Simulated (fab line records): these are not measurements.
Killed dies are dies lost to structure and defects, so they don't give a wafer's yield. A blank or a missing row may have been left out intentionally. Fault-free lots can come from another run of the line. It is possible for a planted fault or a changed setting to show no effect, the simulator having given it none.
fab line records | flow n5-finfet
record lots=12 | wafers=35 | last-day=17
route steps=1938 shown BEOL_M15@1784
lots with no fault: from the same line, run without faults
start-h: hours from the record's opening day to when the first of the lot's shown wafers began | wait-h: time in hours since the lot's previous step | " same as the row above | L1.1+2: several wafers, shown together as one row | - value missing, or start not given | * or withheld: withheld | < > ~ a bound
route shown NAME@n: NAME is a module with steps in the file, n the number in the route of the first one | usual: average and standard deviation across the fault-free wafers | same: alike in all rows | chamber/n: place in a boat | sites: the reading at each site | _std_site: standard deviation across them | _edge_site: inner sites' mean taken away from outer sites' mean | radius-mm: for every site, how far away it sits from the centre of the wafer | mask NAME#n: copy n | behind: the most recent tool/chamber to have shaped the wafer | hold: the reason the lot was held/the length of the hold in hours/how it ended | device: names the non-switching transistor (n, p or np) | end of line: at the end of the route, the tests of the same wafers | where a step has no rows: the recipe by itself | killed: at the first sort, the dies lost to defects and structure; wafer yield is something else | map: a wafer's dies, x killed, . not, _ none there
set.NAME: the setting that was run; set.NAME@STEP: the one run at that earlier step | model.NAME: the simulator's own value behind a step, which no gauge read
a sample of lots followed through the steps of the route, with each step as a table and each wafer as a row
services: from which hour (start-h, from the record's first day; less than 0 if before it) a tool's chamber was out of use, for how many hours, and why
## steps
# step N5_BEOL_M15_OVL_MEAS_11
# recipe points-per-wafer=44
# usual V14_OVL=1/5
lot.wafer | tool       | chamber | start-h | wait-h | V14_OVL[nm]
L550.3    | overlay-02 | 0       | 268.80  | 0.0    | 2
L550.5    | "          | 0       | "       | "      | 0
L550.6    | "          | 0       | "       | "      | -1
L549.3    | overlay-01 | 0       | 271.59  | 0.0    | -2
L549.4    | "          | 0       | "       | "      | 4
L549.5    | "          | 0       | "       | "      | 4
L553.2    | overlay-02 | 0       | 284.65  | 0.0    | 11
L553.4    | "          | 0       | "       | "      | 1
L553.6    | "          | 0       | "       | "      | 0
L551.2    | overlay-02 | 0       | 288.41  | 0.0    | 1
L551.3    | "          | 0       | "       | "      | -2
L551.4    | "          | 0       | "       | "      | 2
L554.2    | overlay-02 | 0       | 293.86  | 0.0    | -2
L554.5    | "          | 0       | "       | "      | 2
L554.6    | "          | 0       | "       | "      | 0
L556.1    | overlay-01 | 0       | 310.73  | 0.0    | 0
L556.4    | "          | 0       | "       | "      | -4
L556.6    | "          | 0       | "       | "      | 0
L557.3    | overlay-02 | 0       | 319.41  | 0.0    | 0
L557.4    | "          | 0       | "       | "      | -3
L559.1    | overlay-01 | 0       | 319.57  | 0.0    | 7
L559.2    | "          | 0       | "       | "      | 2
L559.4    | "          | 0       | "       | "      | 5
L558.3    | overlay-01 | 0       | 322.49  | 0.0    | -2
L558.5    | "          | 0       | "       | "      | -6
L558.6    | "          | 0       | "       | "      | -6
L567.1    | overlay-02 | 0       | 384.63  | 0.0    | -5
L567.3    | "          | 0       | "       | "      | 4
L567.5    | "          | 0       | "       | "      | -5
L568.3    | overlay-01 | 0       | 386.95  | 0.0    | -4
L568.4    | "          | 0       | "       | "      | 5
L568.5    | "          | 0       | "       | "      | 3
L570.1    | overlay-01 | 0       | 400.25  | 0.0    | -8
L570.3    | "          | 0       | "       | "      | -6
L570.5    | "          | 0       | "       | "      | 2
# step N5_BEOL_M15_INSPECT_12
# recipe mode=adi | inspect-instrument=macro
# usual raw-defect-count=2.0/1.6
lot.wafer | tool              | chamber | start-h | wait-h | raw-defect-count
L550.3    | defect-inspect-01 | -       | 268.82  | 0.0    | 2
L550.5    | "                 | -       | "       | "      | 4
L550.6    | "                 | -       | "       | "      | 1
L549.3    | defect-inspect-02 | -       | 271.62  | 0.0    | 3
L549.4    | "                 | -       | "       | "      | 0
L549.5    | "                 | -       | "       | "      | 5
L553.2    | defect-inspect-02 | -       | 284.68  | 0.0    | 2
L553.4    | "                 | -       | "       | "      | 3
L553.6    | "                 | -       | "       | "      | 2
L551.2    | defect-inspect-02 | -       | 288.43  | 0.0    | 1
L551.3    | "                 | -       | "       | "      | 1
L551.4    | "                 | -       | "       | "      | 2
L554.2    | defect-inspect-01 | -       | 293.88  | 0.0    | 4
L554.5    | "                 | -       | "       | "      | 1
L554.6    | "                 | -       | "       | "      | 0
L556.1    | defect-inspect-02 | -       | 310.75  | 0.0    | 2
L556.4    | "                 | -       | "       | "      | 0
L556.6    | "                 | -       | "       | "      | 2
L557.3    | defect-inspect-02 | -       | 319.44  | 0.0    | 1
L557.4    | "                 | -       | "       | "      | 2
L559.1    | defect-inspect-02 | -       | 319.81  | 0.2    | 1
L559.2    | "                 | -       | "       | "      | 4
L559.4    | "                 | -       | "       | "      | 1
L558.3    | defect-inspect-02 | -       | 322.52  | 0.0    | 0
L558.5    | "                 | -       | "       | "      | 1
L558.6    | "                 | -       | "       | "      | 1
L567.1    | defect-inspect-01 | -       | 384.66  | 0.0    | 0
L567.3    | "                 | -       | "       | "      | 1
L567.5    | "                 | -       | "       | "      | 4
L568.3    | defect-inspect-01 | -       | 386.97  | 0.0    | 4
L568.4    | "                 | -       | "       | "      | 3
L568.5    | "                 | -       | "       | "      | 1
L570.1    | defect-inspect-02 | -       | 400.28  | 0.0    | 1
L570.3    | "                 | -       | "       | "      | 0
L570.5    | "                 | -       | "       | "      | 1
# step N5_BEOL_M15_ETCH_59
# recipe chemistry=N2/H2 | target=BARC | target-depth-a=890 | overetch-a=267 | time-s=67.9 | ion-energy-ev=200 | pressure-mtorr=30 | source-w=840 | bias-w=150 | n2-flow-sccm=200 | h2-flow-sccm=200
# usual drypump-motor-current-A=5.9/0.38 | oes-product-au=0.68/0.082 | rf-vpp-V=524/3 | showerhead-plenum-p-Torr=2.54/0.1 | throttle-valve-pct=17.9/0.34
lot.wafer | tool        | chamber | start-h | wait-h | drypump-motor-current-A | oes-product-au | rf-hours-counter-h | rf-vpp-V | showerhead-plenum-p-Torr | throttle-valve-pct
L550.3    | rie-diel-05 | 1       | 268.89  | 0.0    | 6.1                     | 0.62           | 193                | 521      | 2.52                     | 17.7
L550.5    | "           | 0       | "       | "      | 6.4                     | 0.78           | -                  | 529      | 2.72                     | 18.1
L550.6    | "           | 3       | "       | "      | 6.2                     | 0.58           | -                  | 526      | 2.62                     | 18.2
L549.3    | rie-diel-06 | 3       | 271.68  | 0.0    | 6.2                     | 0.62           | 189                | 524      | 2.52                     | 18.4
L549.4    | "           | 3       | "       | "      | 6.2                     | 0.62           | -                  | 525      | 2.52                     | 18.4
L549.5    | "           | 2       | "       | "      | 5.7                     | 0.65           | -                  | 518      | 2.34                     | 18.1
L553.2    | rie-diel-05 | 0       | 284.80  | 0.0    | 6.4                     | 0.76           | 25                 | 530      | 2.72                     | 18.1
L553.4    | "           | 1       | "       | "      | 6.0                     | 0.62           | 199                | 522      | 2.52                     | 17.7
L553.6    | "           | 1       | "       | "      | 6.1                     | 0.62           | -                  | 522      | 2.52                     | 17.7
L551.2    | rie-diel-01 | 0       | 288.50  | 0.0    | 6.2                     | 0.59           | 242                | 520      | 2.40                     | 18.2
L551.3    | "           | 3       | "       | "      | 5.6                     | 0.59           | 224                | 527      | 2.61                     | 18.1
L551.4    | "           | 2       | "       | "      | 5.2                     | 0.73           | 39                 | 522      | 2.47                     | 17.8
L554.2    | rie-diel-06 | 3       | 293.95  | 0.0    | 6.2                     | 0.61           | 197                | 522      | 2.52                     | 18.4
L554.5    | "           | 1       | "       | "      | 5.2                     | 0.78           | -                  | 522      | 2.49                     | 17.3
L554.6    | "           | 0       | "       | "      | 5.7                     | 0.63           | -                  | 523      | 2.54                     | 18.2
L556.1    | rie-diel-06 | 3       | 310.82  | 0.0    | 6.2                     | 0.61           | 201                | 523      | 2.52                     | 18.4
L556.4    | "           | 0       | "       | "      | 5.7                     | 0.62           | 199                | 523      | 2.53                     | 18.2
L556.6    | "           | 0       | "       | "      | 5.7                     | 0.62           | -                  | 524      | 2.53                     | 18.3
L557.3    | rie-diel-06 | 3       | 319.50  | 0.0    | 6.2                     | 0.62           | 202                | 523      | 2.52                     | 18.4
L557.4    | "           | 2       | "       | "      | 5.6                     | 0.64           | 175                | 518      | 2.34                     | 18.1
L559.1    | rie-diel-01 | 2       | 319.88  | 0.0    | 5.3                     | 0.72           | 51                 | 522      | 2.47                     | 17.8
L559.2    | "           | 3       | "       | "      | 5.6                     | 0.58           | 235                | 525      | 2.60                     | 18.1
L559.4    | "           | 2       | "       | "      | 5.2                     | 0.73           | -                  | 522      | 2.47                     | 17.8
L558.3    | rie-diel-06 | 3       | 322.58  | 0.0    | 6.2                     | 0.60           | 203                | 522      | 2.52                     | 18.4
L558.5    | "           | 0       | "       | "      | 5.7                     | 0.62           | -                  | 524      | 2.53                     | 18.3
L558.6    | "           | 3       | "       | "      | 6.2                     | 0.60           | -                  | 522      | 2.52                     | 18.4
L567.1    | rie-diel-01 | 0       | 384.73  | 0.0    | 6.2                     | 0.78           | 10                 | 530      | 2.71                     | 17.6
L567.3    | "           | 1       | "       | "      | 6.1                     | 0.77           | 20                 | 523      | 2.48                     | 17.7
L567.5    | "           | 0       | "       | "      | 6.2                     | 0.79           | -                  | 529      | 2.71                     | 17.7
L568.3    | rie-diel-01 | 0       | 387.16  | 0.0    | 6.2                     | 0.77           | 11                 | 529      | 2.71                     | 17.7
L568.4    | "           | 1       | "       | "      | 6.1                     | 0.76           | 21                 | 523      | 2.48                     | 17.7
L568.5    | "           | 2       | "       | "      | 5.3                     | 0.70           | -                  | 522      | 2.46                     | 17.8
L570.1    | rie-diel-05 | 1       | 400.35  | 0.0    | 6.0                     | 0.59           | 236                | 525      | 2.50                     | 17.8
L570.3    | "           | 2       | "       | "      | 6.2                     | 0.74           | 40                 | 529      | 2.69                     | 17.2
L570.5    | "           | 0       | "       | "      | 6.4                     | 0.71           | -                  | 529      | 2.70                     | 18.2
# step N5_BEOL_M15_COAT_56
# recipe resist=SOC | temp-c=250 | time-s=60 | spin-rpm=1500 | resist-thk-nm=550
# usual spin-speed-rpm=1499.9/1
lot.wafer | tool           | chamber | start-h | wait-h | spin-speed-rpm
L550.3    | litho-track-01 | 0       | 269.40  | 0.0    | 1500.4
L550.5    | "              | 0       | "       | "      | 1499.1
L550.6    | "              | 0       | "       | "      | 1500.3
L549.3    | litho-track-02 | 0       | 272.19  | 0.0    | 1499.7
L549.4    | "              | 0       | "       | "      | 1499.1
L549.5    | "              | 0       | "       | "      | 1498.2
L553.2    | litho-track-02 | 0       | 285.30  | 0.0    | 1499.9
L553.4    | "              | 0       | "       | "      | 1501.5
L553.6    | "              | 0       | "       | "      | 1501.0
L551.2    | litho-track-02 | 0       | 289.00  | 0.0    | 1499.3
L551.3    | "              | 0       | "       | "      | 1500.3
L551.4    | "              | 0       | "       | "      | 1499.1
L554.2    | litho-track-01 | 0       | 294.45  | 0.0    | 1499.9
L554.5    | "              | 0       | "       | "      | 1501.7
L554.6    | "              | 0       | "       | "      | 1499.3
L556.1    | litho-track-01 | 0       | 311.32  | 0.0    | 1501.0
L556.4    | "              | 0       | "       | "      | 1500.2
L556.6    | "              | 0       | "       | "      | 1501.6
L557.3    | litho-track-01 | 0       | 320.01  | 0.0    | 1442.4
L557.4    | "              | 0       | "       | "      | 1442.9
L559.1    | litho-track-01 | 0       | 320.38  | 0.0    | 1443.2
L559.2    | "              | 0       | "       | "      | 1442.9
L559.4    | "              | 0       | "       | "      | 1444.7
L558.3    | litho-track-01 | 0       | 323.10  | 0.0    | 1442.8
L558.5    | "              | 0       | "       | "      | 1442.1
L558.6    | "              | 0       | "       | "      | 1443.1
L567.1    | litho-track-03 | 0       | 385.22  | 0.0    | 1499.4
L567.3    | "              | 0       | "       | "      | 1498.4
L567.5    | "              | 0       | "       | "      | 1499.1
L568.3    | litho-track-03 | 0       | 387.67  | 0.0    | 1499.3
L568.4    | "              | 0       | "       | "      | 1499.6
L568.5    | "              | 0       | "       | "      | 1500.8
L570.1    | litho-track-01 | 0       | 400.85  | 0.0    | 1501.2
L570.3    | "              | 0       | "       | "      | 1501.4
L570.5    | "              | 0       | "       | "      | 1500.3
## services
tool           | chamber | start-h | hours | kind
rie-diel-01    | 0       | 249.43  | 3.8   | repair
rie-diel-05    | 2       | 250.16  | -     | clean
rie-diel-05    | 2       | 250.16  | -     | consumable-replace:focus-ring
rie-diel-06    | 1       | 259.30  | -     | clean
rie-diel-06    | 1       | 259.30  | -     | consumable-replace:focus-ring
rie-diel-06    | 1       | 259.30  | 16.3  | scheduled-down
rie-diel-06    | 1       | 259.30  | 16.3  | vent-cycle
rie-diel-01    | 2       | 265.90  | 16.8  | repair
rie-diel-01    | 1       | 303.50  | -     | clean
rie-diel-01    | 1       | 303.50  | -     | consumable-replace:focus-ring
rie-diel-01    | 1       | 303.50  | 23.9  | scheduled-down
rie-diel-01    | 1       | 303.50  | 23.9  | vent-cycle
rie-diel-01    | 0       | 327.72  | -     | clean
rie-diel-01    | 0       | 327.72  | -     | consumable-replace:focus-ring
rie-diel-01    | 0       | 327.72  | -     | consumable-replace:showerhead
rie-diel-01    | 0       | 327.72  | 23.3  | scheduled-down
rie-diel-01    | 0       | 327.72  | 23.3  | vent-cycle
rie-diel-01    | 3       | 354.42  | -     | clean
rie-diel-01    | 3       | 354.42  | -     | consumable-replace:focus-ring
rie-diel-01    | 3       | 354.42  | 17.7  | scheduled-down
rie-diel-01    | 3       | 354.42  | 17.7  | vent-cycle
litho-track-01 | -       | 366.72  | -     | consumable-replace:filter
rie-diel-05    | -       | 370.65  | 0.8   | repair
rie-diel-06    | 2       | 372.79  | 4.4   | repair
## key
first-sign step=N5_BEOL_M15_COAT_56 | reading=spin-speed-rpm | direction=down | sigmas=56 | usual=* | struck=*
effect none on later readings
met-at N5_BEOL_M15_COAT_56
struck-lots L557,L558,L559
not-acting-at N5_BEOL_M15_OVL_MEAS_11,N5_BEOL_M15_INSPECT_12,N5_BEOL_M15_ETCH_59
onset-between 311.32 320.01
fault kind=process-parameter-drift | tool=litho-track-01 | chamber=- | onset-h=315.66 | steps=N5_BEOL_M15_COAT_56 | channel=spin-rpm | offset=* | shape=step | end-h=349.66 | acts-in=* | stated=*
